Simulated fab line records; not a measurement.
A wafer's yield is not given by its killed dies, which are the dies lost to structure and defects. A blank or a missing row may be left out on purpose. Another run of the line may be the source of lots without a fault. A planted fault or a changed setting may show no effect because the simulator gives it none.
Which tool is to blame? :: flow n5_finfet :: Sampling: 9 lots, 27 wafers, 5 of 1938 route steps

WHAT THE GAUGES SHOWED, per wafer
N5_HKMG_FIN_CD_MEAS_12: target cd 92.8 nm.
lot: L844
measured: day 4 11:29
on: cd_sem-02
cd_nm (nm): 92.4 92.7 92.3

lot: L847
measured: day 5 12:06
on: cd_sem-02
cd_nm (nm): 92.3 92.8 92.8

lot: L849
measured: day 5 17:58
on: cd_sem-01
cd_nm (nm): 102.9 104.0 102.9

lot: L851
measured: day 6 10:02
on: cd_sem-03
cd_nm (nm): 103.2 103.9 103.1

lot: L860
measured: day 8 08:56
on: cd_sem-03
cd_nm (nm): 92.4 92.2 93.9

lot: L861
measured: day 8 15:38
on: cd_sem-02
cd_nm (nm): 93.3 92.7 92.5

lot: L864
measured: day 9 09:24
on: cd_sem-02
cd_nm (nm): 92.0 91.8 91.5

lot: L865
measured: day 10 00:05
on: cd_sem-01
cd_nm (nm): 92.4 92.9 91.7

lot: L866
measured: day 10 00:32
on: cd_sem-03
cd_nm (nm): 92.8 91.5 92.2

TOOL THAT RAN EACH LOT (tool first, then ch and the chambers of the sampled wafers, then the start)
lot: L844
N5_HKMG_FIN_DESCUM_53: rie_diel-05 ch 0,2, day 4 08:00
N5_HKMG_FIN_STRIP_60: plasma_asher-02 ch 0,1, day 4 09:00
N5_HKMG_FIN_ALD_79: ald_metal-01 ch 0,1,2, day 4 09:22
N5_HKMG_FIN_PEB_10: litho_track-05 ch 0, day 4 11:25

lot: L847
N5_HKMG_FIN_DESCUM_53: rie_diel-01 ch 0,1,3, day 5 08:08
N5_HKMG_FIN_STRIP_60: plasma_asher-02 ch 1, day 5 09:46
N5_HKMG_FIN_ALD_79: ald_metal-04 ch 0,1, day 5 10:19
N5_HKMG_FIN_PEB_10: litho_track-05 ch 0, day 5 12:02

lot: L849
N5_HKMG_FIN_DESCUM_53: rie_diel-01 ch 0,2, day 5 14:21
N5_HKMG_FIN_STRIP_60: plasma_asher-01 ch 0,1, day 5 15:34
N5_HKMG_FIN_ALD_79: ald_metal-01 ch 0,1, day 5 16:04
N5_HKMG_FIN_PEB_10: litho_track-05 ch 0, day 5 17:55

lot: L851
N5_HKMG_FIN_DESCUM_53: rie_diel-05 ch 0,1,2, day 6 06:49
N5_HKMG_FIN_STRIP_60: plasma_asher-02 ch 0,1, day 6 07:41
N5_HKMG_FIN_ALD_79: ald_metal-04 ch 0,2,3, day 6 08:14
N5_HKMG_FIN_PEB_10: litho_track-05 ch 0, day 6 09:58

lot: L860
N5_HKMG_FIN_DESCUM_53: rie_diel-01 ch 0,2, day 8 05:39
N5_HKMG_FIN_STRIP_60: plasma_asher-02 ch 0,1, day 8 06:31
N5_HKMG_FIN_ALD_79: ald_metal-03 ch 1,2, day 8 07:01
N5_HKMG_FIN_PEB_10: litho_track-02 ch 0, day 8 08:52

lot: L861
N5_HKMG_FIN_DESCUM_53: rie_diel-01 ch 1,2, day 8 12:28
N5_HKMG_FIN_STRIP_60: plasma_asher-02 ch 0,1, day 8 13:20
N5_HKMG_FIN_ALD_79: ald_metal-01 ch 0,1, day 8 13:50
N5_HKMG_FIN_PEB_10: litho_track-04 ch 0, day 8 15:34

lot: L864
N5_HKMG_FIN_DESCUM_53: rie_diel-01 ch 0,1, day 9 05:59
N5_HKMG_FIN_STRIP_60: plasma_asher-02 ch 0,1, day 9 06:52
N5_HKMG_FIN_ALD_79: ald_metal-01 ch 1,2,3, day 9 07:21
N5_HKMG_FIN_PEB_10: litho_track-02 ch 0, day 9 09:20

lot: L865
N5_HKMG_FIN_DESCUM_53: rie_diel-05 ch 0,1,3, day 9 20:49
N5_HKMG_FIN_STRIP_60: plasma_asher-02 ch 0,1, day 9 21:43
N5_HKMG_FIN_ALD_79: ald_metal-03 ch 0,1,2, day 9 22:13
N5_HKMG_FIN_PEB_10: litho_track-02 ch 0, day 10 00:01

lot: L866
N5_HKMG_FIN_DESCUM_53: rie_diel-03 ch 0,1,2, day 9 21:11
N5_HKMG_FIN_STRIP_60: plasma_asher-01 ch 0,1, day 9 22:04
N5_HKMG_FIN_ALD_79: ald_metal-04 ch 1,2,3, day 9 22:34
N5_HKMG_FIN_PEB_10: litho_track-05 ch 0, day 10 00:28
- N5_HKMG_FIN_DESCUM_53: chemistry O2, time 7.9 s.
- N5_HKMG_FIN_STRIP_60: strips in N2/H2, time 360 s.
- N5_HKMG_FIN_ALD_79: deposits TiN, target thk 1.5 nm, pulse time 1 s, purge time 3 s.
- N5_HKMG_FIN_PEB_10: peb time 60 s.

THE ANSWER, worked out from the rows above alone
Rule: what is usual is taken from the lots themselves. Put in order of their means at a reading, lots are off if they are a third of the lots or fewer, leave a main group of 4 or more, and stand apart from it by a gap of 3 or more times the standard deviation of the main group's means; of several such gaps the widest counts. A main group whose means are all the same, to the digits that the tables above print for the reading, isn't used. Also off: a lot with no number at a reading for which 4 or more lots have one. Any other lot the step has rows for is counted as sound.
Off, at N5_HKMG_FIN_CD_MEAS_12 on cd_nm: L849, L851. The main group: mean 92.4 nm, standard deviation 0.36.
If a tool, at a process step before that reading, ran all the lots that are off and no sound lot after the first of them, it fits. The gauges at N5_HKMG_FIN_CD_MEAS_12 are tried like those tools. None of those tried fits.

WHAT HAD BEEN PUT IN BY THE SIMULATOR
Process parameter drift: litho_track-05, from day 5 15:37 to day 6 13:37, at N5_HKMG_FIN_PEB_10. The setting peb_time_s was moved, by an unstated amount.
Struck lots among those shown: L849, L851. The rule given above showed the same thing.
